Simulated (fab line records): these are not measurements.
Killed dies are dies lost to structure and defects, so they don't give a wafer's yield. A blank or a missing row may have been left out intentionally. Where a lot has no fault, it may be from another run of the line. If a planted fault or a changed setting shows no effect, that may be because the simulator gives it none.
Shared-tool check -- flow nand harc -- 13 lots, 39 wafers sampled

== WHAT PROMPTED THE OPENING ==
Flagged at NHARC_A_ONON_D2_THK_MEAS_24: reading thk nm, on 2 of 13 lots. Wafers without a fault read 1002 nm, standard deviation 10.
Rule: flag the lot when none of its wafers has a number, or when each of its wafers that has one lies beyond 4 standard deviations from that mean. The rest of the lots are taken to be sound.

lot,measured,on,"thk nm (nm), wafer by wafer",flag
L587,day 13 16:36,film metro-02,996 997 997,
L588,day 13 16:49,film metro-01,1020 1020 1021,
L592,day 15 00:20,film metro-02,1021 1021 1020,
L593,day 15 00:20,film metro-02,1005 1004 1005,
L594,day 15 18:33,film metro-02,1000 1000 1000,
L595,day 15 21:59,film metro-02,1701 1699 1701,FLAGGED
L596,day 16 15:30,film metro-01,1686 1687 1684,FLAGGED
L604,day 19 23:01,film metro-01,1006 1004 1005,
L605,day 20 07:10,film metro-01,988 988 987,
L607,day 21 13:13,film metro-02,998 998 996,
L608,day 21 13:23,film metro-02,996 997 996,
L609,day 22 01:31,film metro-01,1018 1016 1014,
L610,day 22 09:43,film metro-01,1003 1003 1005,
The numbers of the flagged lots are 1693 nm on average: +691 nm against the usual, or +69 standard deviations.

== TOOL THAT RAN EACH LOT ==
The record keeps 1 process step preceding the reading, out of 1302 steps on the route. In each cell: the tool, then ch and the chambers that the sampled wafers went through, then the start.
lot,flag,NHARC_A_ONON_D2_DEP_22
L587,,"pecvd onon-04 ch 0, day 13 16:06"
L588,,"pecvd onon-03 ch 0, day 13 16:29"
L592,,"pecvd onon-01 ch 0, day 14 23:56"
L593,,"pecvd onon-04 ch 0, day 14 23:49"
L594,,"pecvd onon-04 ch 0, day 15 18:03"
L595,FLAGGED,"pecvd onon-04 ch 0, day 15 21:29"
L596,FLAGGED,"pecvd onon-04 ch 0, day 16 14:59"
L604,,"pecvd onon-04 ch 0, day 19 22:33"
L605,,"pecvd onon-04 ch 0, day 20 06:39"
L607,,"pecvd onon-01 ch 0, day 21 12:42"
L608,,"pecvd onon-03 ch 0, day 21 12:52"
L609,,"pecvd onon-01 ch 0, day 22 01:01"
L610,,"pecvd onon-04 ch 0, day 22 09:19"
What these steps do:
- NHARC_A_ONON_D2_DEP_22: target thk 1000 nm.
- NHARC_A_ONON_D2_THK_MEAS_24: measures by ellipsometry.

== FLAGGED OVER TOTAL, TOOL BY TOOL (the gauges that took the reading come last) ==
step,tool,lots run,flagged,share of the flagged lots,sound lots run after its first flagged lot
NHARC_A_ONON_D2_DEP_22,pecvd onon-01,3,0,none,-
NHARC_A_ONON_D2_DEP_22,pecvd onon-03,2,0,none,-
NHARC_A_ONON_D2_DEP_22,pecvd onon-04,8,2,all,"3 (L604,L605,L610)"
NHARC_A_ONON_D2_THK_MEAS_24,film metro-01,6,1,some,"4 (L604,L605,L609,L610)"
NHARC_A_ONON_D2_THK_MEAS_24,film metro-02,7,1,some,"2 (L607,L608)"

== WHAT THE TABLE PERMITS ==
All flagged lots share 1 row of the table, namely pecvd onon-04 at NHARC_A_ONON_D2_DEP_22.
- pecvd onon-04 at NHARC_A_ONON_D2_DEP_22 ran 8 lots, 2 of them flagged. Sound lots followed the first flagged one (L604, L605, L610) on it, something a lasting fault affecting the whole tool could not allow.
Every row of the table either missed a flagged lot or ran a sound lot after the first.

== WHAT HAD BEEN PUT IN BY THE SIMULATOR ==
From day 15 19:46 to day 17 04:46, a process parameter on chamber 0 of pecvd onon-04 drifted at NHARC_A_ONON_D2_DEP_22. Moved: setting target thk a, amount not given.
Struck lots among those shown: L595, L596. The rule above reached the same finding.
